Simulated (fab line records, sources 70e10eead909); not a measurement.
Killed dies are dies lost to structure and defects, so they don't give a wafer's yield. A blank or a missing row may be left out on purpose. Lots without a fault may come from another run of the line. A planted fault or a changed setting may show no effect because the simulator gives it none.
Chamber matching | flow nand_harc | NHARC_P_BONDPAD_STRIP_15 on rie_diel-08: 4 sister chambers
The step strips in O2. 16 wafers are shown with their chamber, then 8 later ones without.

WAFERS WITH THEIR CHAMBER
wafer  | chamber | showerhead_plenum_p_Torr (Torr) | drypump_motor_current_A (A) | oes_product_au (a.u.)
L416.2 | 3       | 3.39                            | 5.9                         | 0.974
L416.3 | 0       | 3.63                            | 5.8                         | 1.001
L416.5 | 2       | 3.58                            | 6.0                         | 1.004
L417.2 | 0       | 3.63                            | 5.8                         | 1.006
L417.3 | 2       | 3.58                            | 6.0                         | 0.990
L417.5 | 0       | 3.63                            | 5.8                         | 1.014
L418.3 | 3       | 3.39                            | 5.9                         | 0.988
L418.4 | 1       | 3.43                            | 6.8                         | 0.992
L418.5 | 3       | 3.39                            | 5.9                         | 0.992
L421.2 | 3       | 3.38                            | 5.9                         | 0.992
L421.3 | 2       | 3.58                            | 6.0                         | 0.998
L421.6 | 3       | 3.38                            | 5.9                         | 1.001
L424.2 | 3       | 3.38                            | 5.9                         | 0.996
L424.3 | 1       | 3.43                            | 6.8                         | 0.996
L424.4 | 0       | 3.63                            | 5.9                         | 1.014
L433.3 | 1       | 3.43                            | 6.8                         | 0.994

SIGNATURES (means of the wafers above)
reading                  | chamber 0 | chamber 1 | chamber 2 | chamber 3 | scatter within a chamber
showerhead_plenum_p_Torr | 3.6300    | 3.4300    | 3.5800    | 3.3850    | 0.00354
drypump_motor_current_A  | 5.825     | 6.800     | 6.000     | 5.900     | 0.025
oes_product_au           | 1.00875   | 0.99400   | 0.99733   | 0.99050   | 0.00738
Rule: a wafer's distance from a chamber is the root of the sum, over the readings, of the square of ((its reading less the chamber's mean) divided by the reading's scatter). The wafer belongs to the nearest chamber; if the next one is less than 2 further off, it can't be placed. The scatter: the root of (the sum of the squares of (reading less its chamber's mean) over the shown wafers, divided by (wafers less chambers)).

WAFERS WITHOUT THEIR CHAMBER
wafer  | showerhead_plenum_p_Torr (Torr) | drypump_motor_current_A (A) | oes_product_au (a.u.)
L433.4 | 3.38                            | 5.9                         | 0.990
L433.5 | 3.38                            | 5.9                         | 0.987
L434.1 | 3.38                            | 5.9                         | 1.000
L434.2 | 3.63                            | 5.8                         | 0.997
L434.4 | 3.58                            | 6.0                         | 0.996
L436.2 | 3.42                            | 6.8                         | 1.000
L436.5 | 3.42                            | 6.8                         | 0.995
L436.6 | 3.63                            | 5.8                         | 0.996

WHICH CHAMBER EACH WENT THROUGH
wafer  | from the rows above | in truth
L433.4 | 3                   | 3
L433.5 | 3                   | 3
L434.1 | 3                   | 3
L434.2 | 0                   | 0
L434.4 | 2                   | 2
L436.2 | 1                   | 1
L436.5 | 1                   | 1
L436.6 | 0                   | 0
Placed correctly: 8 of 8. Can't be placed from these rows: 0. Placed wrongly: 0.
